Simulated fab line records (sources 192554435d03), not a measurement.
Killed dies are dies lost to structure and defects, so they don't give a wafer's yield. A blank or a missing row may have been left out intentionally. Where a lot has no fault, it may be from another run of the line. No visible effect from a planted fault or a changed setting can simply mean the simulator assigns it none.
Which of the tools did it? :: flow n5 finfet :: 7 lots, 21 wafers sampled, at 4 steps of a route of 1938

== WHAT EACH GAUGE READ, for each wafer ==
N5_BEOL_M0_SAQP_CD_MEAS_25: the cd target is 13.1 nm.
lot: L696
measured: day 6 05:08
on: cd sem-02
cd nm (nm): 12.76 12.49 12.66

lot: L700
measured: day 7 03:48
on: cd sem-02
cd nm (nm): 12.39 13.19 12.62

lot: L702
measured: day 7 15:52
on: cd sem-01
cd nm (nm): - - -

lot: L707
measured: day 8 17:33
on: cd sem-02
cd nm (nm): 12.85 12.65 13.13

lot: L710
measured: day 9 15:34
on: cd sem-01
cd nm (nm): 13.04 12.74 12.37

lot: L712
measured: day 10 05:13
on: cd sem-02
cd nm (nm): 12.69 12.93 12.73

lot: L714
measured: day 10 17:26
on: cd sem-01
cd nm (nm): 12.83 12.86 12.89

== TOOL THAT RAN EACH LOT (tool first, then ch and the chambers of the sampled wafers, then the start) ==
lot: L696
N5_BEOL_M0_SAQP_PECVD_96: pecvd-01 ch 1,2, day 6 02:33
N5_BEOL_M0_SAQP_SPACER1_ETCHBACK_99: rie diel-04 ch 0,1,2, day 6 04:56
N5_BEOL_M0_SAQP_MANDREL1_REMOVE_100: rie si-04 ch 0,1,3, day 6 05:02

lot: L700
N5_BEOL_M0_SAQP_PECVD_96: pecvd-04 ch 0,1,2, day 7 01:28
N5_BEOL_M0_SAQP_SPACER1_ETCHBACK_99: rie diel-04 ch 1,3, day 7 03:36
N5_BEOL_M0_SAQP_MANDREL1_REMOVE_100: rie si-04 ch 0,1, day 7 03:41

lot: L702
N5_BEOL_M0_SAQP_PECVD_96: pecvd-04 ch 0,1, day 7 13:33
N5_BEOL_M0_SAQP_SPACER1_ETCHBACK_99: rie diel-05 ch 0,3, day 7 15:40
N5_BEOL_M0_SAQP_MANDREL1_REMOVE_100: rie si-03 ch 1,3, day 7 15:46

lot: L707
N5_BEOL_M0_SAQP_PECVD_96: pecvd-01 ch 1,2, day 8 15:14
N5_BEOL_M0_SAQP_SPACER1_ETCHBACK_99: rie diel-04 ch 2,3, day 8 17:21
N5_BEOL_M0_SAQP_MANDREL1_REMOVE_100: rie si-03 ch 0,1, day 8 17:26

lot: L710
N5_BEOL_M0_SAQP_PECVD_96: pecvd-04 ch 0,1, day 9 12:47
N5_BEOL_M0_SAQP_SPACER1_ETCHBACK_99: rie diel-02 ch 1,3, day 9 15:20
N5_BEOL_M0_SAQP_MANDREL1_REMOVE_100: rie si-03 ch 1,2,3, day 9 15:27

lot: L712
N5_BEOL_M0_SAQP_PECVD_96: pecvd-01 ch 0,1, day 10 02:34
N5_BEOL_M0_SAQP_SPACER1_ETCHBACK_99: rie diel-02 ch 0,3, day 10 05:01
N5_BEOL_M0_SAQP_MANDREL1_REMOVE_100: rie si-03 ch 0,1,3, day 10 05:06

lot: L714
N5_BEOL_M0_SAQP_PECVD_96: pecvd-01 ch 0,2, day 10 14:55
N5_BEOL_M0_SAQP_SPACER1_ETCHBACK_99: rie diel-02 ch 1,2,3, day 10 17:14
N5_BEOL_M0_SAQP_MANDREL1_REMOVE_100: rie si-03 ch 0,2,3, day 10 17:19
- N5_BEOL_M0_SAQP_PECVD_96: deposits a-Si from SiH4/He, target thk 45 nm, time 45.2 s.
- N5_BEOL_M0_SAQP_SPACER1_ETCHBACK_99: etches SiO2 in CHF3/O2, target depth 15.4 nm, time 7.7 s.
- N5_BEOL_M0_SAQP_MANDREL1_REMOVE_100: chemistry HBr/Cl2/O2, target a-Si, stops on SiNx, bt time 10 s.

== THE ANSWER, worked out from the rows above alone ==
Rule: usual is defined by the lots themselves. Put in order of their means at a reading, lots are off if they are a third of the lots or fewer, leave a main group of 4 or more, and stand apart from it by a gap of 3 or more times the standard deviation of the main group's means; of several such gaps the widest counts. Not used: any main group whose means are identical at the precision the tables above print for the reading. Also off: a lot with no number at a reading for which 4 or more lots have one. All remaining lots with rows at the step are treated as sound.
Off at N5_BEOL_M0_SAQP_CD_MEAS_25 (cd nm): L702. Without a number there: L702. Main group: mean 12.77 nm, sd 0.083.
A tool fits if, at a process step before that reading, it ran every lot that is off, and no sound lot after the first of them. The gauges at N5_BEOL_M0_SAQP_CD_MEAS_25 are tried like those tools. One candidate fits, namely rie diel-05 at N5_BEOL_M0_SAQP_SPACER1_ETCHBACK_99. It ran no sound lot before its first lot that is off in this sample, so the start can't be narrowed down.

== WHAT HAD BEEN PUT IN BY THE SIMULATOR ==
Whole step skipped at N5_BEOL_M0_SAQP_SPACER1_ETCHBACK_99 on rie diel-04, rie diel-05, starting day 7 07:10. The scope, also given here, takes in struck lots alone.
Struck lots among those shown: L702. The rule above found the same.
